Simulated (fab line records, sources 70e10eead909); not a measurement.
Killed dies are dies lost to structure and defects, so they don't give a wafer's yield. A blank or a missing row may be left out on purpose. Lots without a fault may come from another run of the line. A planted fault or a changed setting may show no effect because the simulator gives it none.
Chamber matching | flow nand_harc | NHARC_THIN_TSV_ETCH_15 on rie_si-01: 4 sister chambers
The step target depth 3000 nm, bosch target overetch cycles 2, bosch etch step 2.8 s. 4 wafers are shown with their chamber, then 6 later ones without.

WAFERS WITH THEIR CHAMBER
wafer  | chamber | drypump_motor_current_A (A)
L137.2 | 3       | 5.6
L136.5 | 2       | 6.2
L141.1 | 1       | 6.0
L141.5 | 0       | 6.5

WAFERS WITHOUT THEIR CHAMBER
wafer  | drypump_motor_current_A (A)
L141.6 | 5.7
L142.3 | 5.7
L142.5 | 6.5
L142.6 | 6.0
L144.1 | 5.9
L144.2 | 6.5

WHICH CHAMBER EACH WENT THROUGH
wafer  | from the rows above | in truth
L141.6 | 3                   | 3
L142.3 | 3                   | 3
L142.5 | 0                   | 0
L142.6 | 1                   | 1
L144.1 | 1                   | 1
L144.2 | 0                   | 0
Placed correctly: 6 of 6. Can't be placed from these rows: 0. Placed wrongly: 0.
How it was worked out, from the rows above alone: a wafer's distance from a chamber is the root of the sum, over the readings, of the square of ((its reading less the chamber's mean) divided by the reading's scatter). The wafer belongs to the nearest chamber; if the next one is less than 2 further off, it can't be placed. A chamber's mean is the mean of its shown wafers. The scatter: with one shown wafer a chamber, the root of the mean of the squares of how far each hidden wafer lies from its nearest shown one.
